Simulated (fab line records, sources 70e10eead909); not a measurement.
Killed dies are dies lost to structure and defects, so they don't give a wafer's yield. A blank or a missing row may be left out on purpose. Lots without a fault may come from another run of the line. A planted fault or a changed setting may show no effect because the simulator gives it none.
fab line records | flow nand_harc | part 2 of 2: steps 20 to 29 of 29
record lots=5 wafers=15 last_day=24
route steps=1159 shown A_STAIRCASE@551
lots that met no fault: from a run of the same line without faults
start_h: hours from the record's first day to the start of the lot's first wafer shown | wait_h: hours since the lot's step before | " the same as in the row above | L1.1+2: a row that stands for several wafers | - no value, or no start given | * or withheld: withheld | < > ~ a bound
route shown NAME@n: a module of which the file shows steps, and the number in the route of the first | usual: mean/standard deviation of fault-free wafers | same: alike in all rows | chamber/n: place in a boat | sites: the reading at each site | _std_site: their standard deviation | _edge_site: outer sites' mean less inner sites' | radius_mm: how far each site lies from the wafer's centre | mask NAME#n: copy n | behind: the tool/chamber that last shaped the wafer | hold: why the lot was held/for how many hours/how that ended | device: the transistor (n, p or np) that didn't switch | end of line: the same wafers' tests at the end of the route | a step without rows: its recipe alone | killed: dies lost to structure and defects at the first sort, not the wafer's yield | map: a wafer's dies, x killed, . not, _ none there
set.NAME: the setting as run; set.NAME@STEP: as run at that earlier step | model.NAME: the simulator's own value behind a step, which no gauge read
lots at some steps of the route; a table a step, a row a wafer
services: from which hour (start_h, from the record's first day; less than 0 if before it) a tool's chamber was out of use, for how many hours, and why
## steps
# step NHARC_A_STAIRCASE_COAT_178
# recipe spin_rpm=1200
# usual spin_speed_rpm=1199.9/0.85
# columns lot.wafer tool chamber start_h wait_h spin_speed_rpm
L074.2 litho_track-07 0 - - 1199.5
L074.4 " 0 " " 1199.2
L074.5 " 0 " " 1200.2
L078.2 litho_track-05 0 - - 1201.2
L078.4 " 0 " " 1200.3
L078.6 " 0 " " 1200.0
L080.2 litho_track-03 0 - - 1201.2
L080.3 " 0 " " 1202.0
L080.6 " 0 " " 1200.0
L081.1 litho_track-05 0 - - 1200.9
L081.2 " 0 " " 1200.3
L081.3 " 0 " " 1201.0
L087.2 litho_track-03 0 - - 1200.2
L087.4 " 0 " " 1200.4
L087.6 " 0 " " 1199.4
# step NHARC_A_STAIRCASE_SOFTBAKE_179
# recipe temp_c=135 time_s=170
# usual plate_temp_C=135.00/0.13
# columns lot.wafer tool chamber start_h wait_h plate_temp_C
L074.2 litho_track-07 0 - - 135.13
L074.4 " 0 " " 135.04
L074.5 " 0 " " 135.16
L078.2 litho_track-05 0 - - 134.81
L078.4 " 0 " " 134.93
L078.6 " 0 " " 135.10
L080.2 litho_track-03 0 - - 134.79
L080.3 " 0 " " 134.99
L080.6 " 0 " " 134.90
L081.1 litho_track-05 0 - - 134.93
L081.2 " 0 " " 134.90
L081.3 " 0 " " 134.97
L087.2 litho_track-03 0 - - 134.94
L087.4 " 0 " " 134.97
L087.6 " 0 " " 135.08
# step NHARC_A_STAIRCASE_EBR_180
# columns lot.wafer tool chamber start_h wait_h
L074.2+4+5 litho_track-07 0 - -
L078.2+4+6 litho_track-05 0 - -
L080.2+3+6 litho_track-03 0 - -
L081.1+2+3 litho_track-05 0 - -
L087.2+4+6 litho_track-03 0 - -
# step NHARC_A_STAIRCASE_EXPOSE_181
# recipe na=0.5 dose_mj=27.87 mask_id=STAIR_2
# columns lot.wafer tool chamber start_h wait_h mask
L074.2+4+5 krf_scanner-01 0 242.09 - STAIR_2#0
L078.2+4+6 krf_scanner-03 0 262.91 - STAIR_2#0
L080.2+3+6 krf_scanner-01 0 281.75 - STAIR_2#0
L081.1+2+3 krf_scanner-04 0 293.81 - STAIR_2#0
L087.2+4+6 krf_scanner-01 0 316.70 - STAIR_2#0
# step NHARC_A_STAIRCASE_PEB_182
# recipe peb_temp_c=115 peb_time_s=130
# usual plate_temp_C=115.01/0.13
# columns lot.wafer tool chamber start_h wait_h plate_temp_C
L074.2 litho_track-03 0 242.16 0.1 115.22
L074.4 " 0 " " 115.09
L074.5 " 0 " " 115.12
L078.2 litho_track-05 0 262.97 0.1 114.82
L078.4 " 0 " " 114.97
L078.6 " 0 " " 114.87
L080.2 litho_track-03 0 281.81 0.1 115.01
L080.3 " 0 " " 115.11
L080.6 " 0 " " 114.97
L081.1 litho_track-05 0 293.88 0.1 115.11
L081.2 " 0 " " 115.00
L081.3 " 0 " " 114.97
L087.2 litho_track-07 0 316.77 0.1 115.18
L087.4 " 0 " " 115.27
L087.6 " 0 " " 115.19
# step NHARC_A_STAIRCASE_DEVELOP_183
# recipe time_s=140
# columns lot.wafer tool chamber start_h wait_h
L074.2+4+5 litho_track-03 0 - -
L078.2+4+6 litho_track-05 0 - -
L080.2+3+6 litho_track-03 0 - -
L081.1+2+3 litho_track-05 0 - -
L087.2+4+6 litho_track-07 0 - -
# step NHARC_A_STAIRCASE_HARDBAKE_185
# recipe temp_c=120 time_s=140
# columns lot.wafer tool chamber start_h wait_h
L074.2+4+5 litho_track-03 0 242.38 -
L078.2+4+6 litho_track-03 0 263.19 -
L080.2+3+6 litho_track-03 0 282.03 -
L081.1+2+3 litho_track-03 0 294.09 -
L087.2+4+6 litho_track-03 0 317.00 -
# step NHARC_A_STAIRCASE_DESCUM_186
# recipe time_s=3 o2_flow_sccm=200 ar_flow_sccm=0 bias_power_w=0 chemistry=O2
# usual drypump_motor_current_A=5.8/0.5 oes_product_au=1.002/0.011 rf_vpp_V=57.8/0.97 showerhead_plenum_p_Torr=1.94/0.077 throttle_valve_pct=11.311/0.0087
# columns lot.wafer tool chamber start_h wait_h drypump_motor_current_A oes_product_au rf_hours_counter_h rf_vpp_V showerhead_plenum_p_Torr throttle_valve_pct
L074.4 rie_diel-07 0 242.48 - 6.7 0.991 1 55.9 1.85 11.321
L074.2 " 1 " " 4.7 1.004 1 57.5 1.86 11.301
L074.5 " 2 " " 5.9 1.022 - 58.2 2.01 11.308
L078.4 rie_diel-07 1 263.28 - 4.7 0.998 8 58.5 1.86 11.301
L078.2 " 2 " " 5.9 1.008 8 59.3 2.01 11.309
L078.6 " 2 " " 6.0 0.990 - 58.7 2.01 11.303
L080.3 rie_diel-07 3 282.13 - 5.6 0.994 13 60.6 2.05 11.314
L080.2 " 0 " " 6.7 0.984 14 58.7 1.85 11.301
L080.6 " 0 " " 6.7 0.989 - 57.2 1.85 11.322
L081.3 rie_diel-11 3 294.19 - 6.6 1.012 36 58.3 1.96 11.325
L081.1 " 1 " " 5.5 0.993 35 57.8 2.00 11.306
L081.2 " 2 " " 5.5 1.009 36 57.3 1.77 11.307
L087.2 rie_diel-11 2 317.09 - 5.5 1.007 44 56.6 1.77 11.295
L087.4 " 0 " " 5.8 1.014 45 59.2 1.93 11.315
L087.6 " 1 " " 5.5 0.983 - 56.9 2.00 11.322
# step NHARC_A_STAIRCASE_TRIM_187
# recipe time_s=211.2 o2_flow_sccm=500 ar_flow_sccm=0 bias_w=0 chemistry=O2
# usual drypump_motor_current_A=5.8/0.5 oes_product_au=1.002/0.011 rf_vpp_V=57.9/0.87 showerhead_plenum_p_Torr=3.57/0.13 throttle_valve_pct=17.036/0.009
# columns lot.wafer tool chamber start_h wait_h drypump_motor_current_A oes_product_au rf_hours_counter_h rf_vpp_V showerhead_plenum_p_Torr throttle_valve_pct
L074.2 rie_diel-07 3 242.55 0.1 5.5 1.015 1 57.1 3.78 17.028
L074.4 " 2 " " 6.0 1.023 1 58.9 3.70 17.030
L074.5 " 0 " " 6.7 1.002 - 56.8 3.42 17.029
L078.2 rie_diel-07 2 263.39 0.1 6.0 1.010 8 57.4 3.69 17.028
L078.4 " 3 " " 5.6 1.003 8 58.7 3.77 17.029
L078.6 " 1 " " 4.8 1.004 - 56.8 3.44 17.041
L080.3 rie_diel-07 1 282.24 0.1 4.7 0.990 14 56.1 3.44 17.036
L080.2 " 3 " " 5.6 0.987 13 58.4 3.77 17.044
L080.6 " 1 " " 4.7 1.004 - 57.2 3.44 17.033
L081.1 rie_diel-11 3 294.27 0.1 6.6 1.010 36 57.4 3.61 17.037
L081.2 " 0 " " 5.8 1.016 36 56.9 3.57 17.025
L081.3 " 2 " " 5.5 1.007 36 58.5 3.29 17.040
L087.4 rie_diel-11 2 317.17 0.1 5.5 1.011 44 56.5 3.28 17.041
L087.2 " 1 " " 5.5 0.990 44 57.4 3.68 17.040
L087.6 " 2 " " 5.5 1.012 - 58.1 3.29 17.038
# step NHARC_A_STAIRCASE_ETCH_188
# recipe target_depth_a=1000 time_s=40.5 ion_energy_ev=400 c4f8_flow_sccm=20 o2_flow_sccm=10 ar_flow_sccm=withheld rf_w=600 bias_w=1000 chemistry=C4F8/O2
# usual oes_product_au=0.942/0.014 rf_vpp_V=897/5.1
# columns lot.wafer tool chamber start_h wait_h oes_product_au rf_hours_counter_h rf_vpp_V
L074.2 rie_diel-07 1 - - 0.952 1 892
L074.4 " 3 " " 0.932 1 906
L074.5 " 1 " " 0.948 - 894
L078.4 rie_diel-07 3 - - 0.931 8 906
L078.2 " 0 " " 0.935 8 892
L078.6 " 0 " " 0.912 - 892
L080.2 rie_diel-07 2 - - 0.939 14 902
L080.3 " 3 " " 0.926 14 905
L080.6 " 1 " " 0.930 - 893
L081.2 rie_diel-11 1 - - 0.960 35 901
L081.1 " 2 " " 0.957 36 887
L081.3 " 3 " " 0.943 36 899
L087.2 rie_diel-11 1 - - 0.924 44 900
L087.4 " 2 " " 0.943 44 887
L087.6 " 2 " " 0.946 - 886
## services
# columns tool chamber start_h hours kind
rie_diel-07 - 228.26 9.0 pm
rie_diel-07 0 228.26 9.0 vent_cycle
rie_diel-07 1 228.26 9.0 vent_cycle
rie_diel-07 2 228.26 9.0 vent_cycle
rie_diel-07 3 228.26 9.0 vent_cycle
litho_track-05 - 237.01 7.0 pm
rie_diel-07 0 237.26 - clean
rie_diel-07 0 237.26 - consumable_replace:focus_ring
rie_diel-07 1 237.26 - clean
rie_diel-07 2 237.26 - clean
rie_diel-07 3 237.26 - clean
krf_scanner-03 - 243.71 0.4 repair
krf_scanner-04 - 252.14 1.0 repair
krf_scanner-01 - 256.00 4.0 pm
rie_diel-12 3 258.47 5.0 repair
rie_diel-07 0 261.76 - clean
rie_diel-07 1 261.76 - clean
rie_diel-07 2 261.76 - clean
rie_diel-07 3 261.76 - clean
plasma_asher-02 - 269.27 0.9 repair
plasma_asher-01 - 276.26 9.0 pm
krf_scanner-04 - 279.73 9.4 repair
krf_scanner-04 - 298.00 4.0 pm
rie_diel-11 3 302.78 6.8 repair
